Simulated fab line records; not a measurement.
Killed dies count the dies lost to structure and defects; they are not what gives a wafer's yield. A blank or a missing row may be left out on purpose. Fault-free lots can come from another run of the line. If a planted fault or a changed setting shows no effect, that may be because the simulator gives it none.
Chamber matching || flow nand-harc || NHARC_P_M1_DEP_33 on pecvd-04 has 3 sister chambers
The step deposits SiCN, target thk 30 nm. 3 wafers are shown with their chamber, then 10 later ones without.

WAFERS WITH THEIR CHAMBER
{"wafer": "L086.6", "chamber": 1, "heater-power-w (W)": 535}
{"wafer": "L087.1", "chamber": 0, "heater-power-w (W)": 646}
{"wafer": "L087.2", "chamber": 2, "heater-power-w (W)": 602}

WAFERS WITH NO CHAMBER GIVEN
{"wafer": "L087.3", "heater-power-w (W)": 551}
{"wafer": "L090.1", "heater-power-w (W)": 523}
{"wafer": "L090.5", "heater-power-w (W)": 462}
{"wafer": "L090.6", "heater-power-w (W)": 489}
{"wafer": "L093.1", "heater-power-w (W)": 494}
{"wafer": "L093.3", "heater-power-w (W)": 498}
{"wafer": "L093.4", "heater-power-w (W)": 489}
{"wafer": "L096.1", "heater-power-w (W)": 482}
{"wafer": "L096.4", "heater-power-w (W)": 607}
{"wafer": "L096.5", "heater-power-w (W)": 621}

EACH ONE'S CHAMBER
{"wafer": "L087.3", "from the rows above": "can't be placed: 1 or 2 or 0", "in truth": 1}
{"wafer": "L090.1", "from the rows above": "can't be placed: 1 or 2", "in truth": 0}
{"wafer": "L090.5", "from the rows above": "can't be placed: 1 or 2", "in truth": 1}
{"wafer": "L090.6", "from the rows above": "can't be placed: 1 or 2", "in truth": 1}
{"wafer": "L093.1", "from the rows above": "can't be placed: 1 or 2", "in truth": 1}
{"wafer": "L093.3", "from the rows above": "can't be placed: 1 or 2", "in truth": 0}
{"wafer": "L093.4", "from the rows above": "can't be placed: 1 or 2", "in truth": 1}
{"wafer": "L096.1", "from the rows above": "can't be placed: 1 or 2", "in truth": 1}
{"wafer": "L096.4", "from the rows above": "can't be placed: 2 or 0 or 1", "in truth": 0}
{"wafer": "L096.5", "from the rows above": "can't be placed: 2 or 0 or 1", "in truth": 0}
Correct placement for 0 of the 10. From these rows, 10 cannot be placed; in 8 the true chamber is one of the candidates. 0 placed wrongly.
How it was worked out, from the rows above alone: a wafer's distance from a chamber is the root of the sum, over the readings, of the square of ((its reading less the chamber's mean) divided by the reading's scatter). If the next closest chamber is less than 2 further off than the closest, the wafer can't be placed; otherwise it belongs to the closest. A chamber's mean is the mean of its shown wafers. The scatter: with one shown wafer a chamber, the root of the mean of the squares of how far each hidden wafer lies from its nearest shown one.
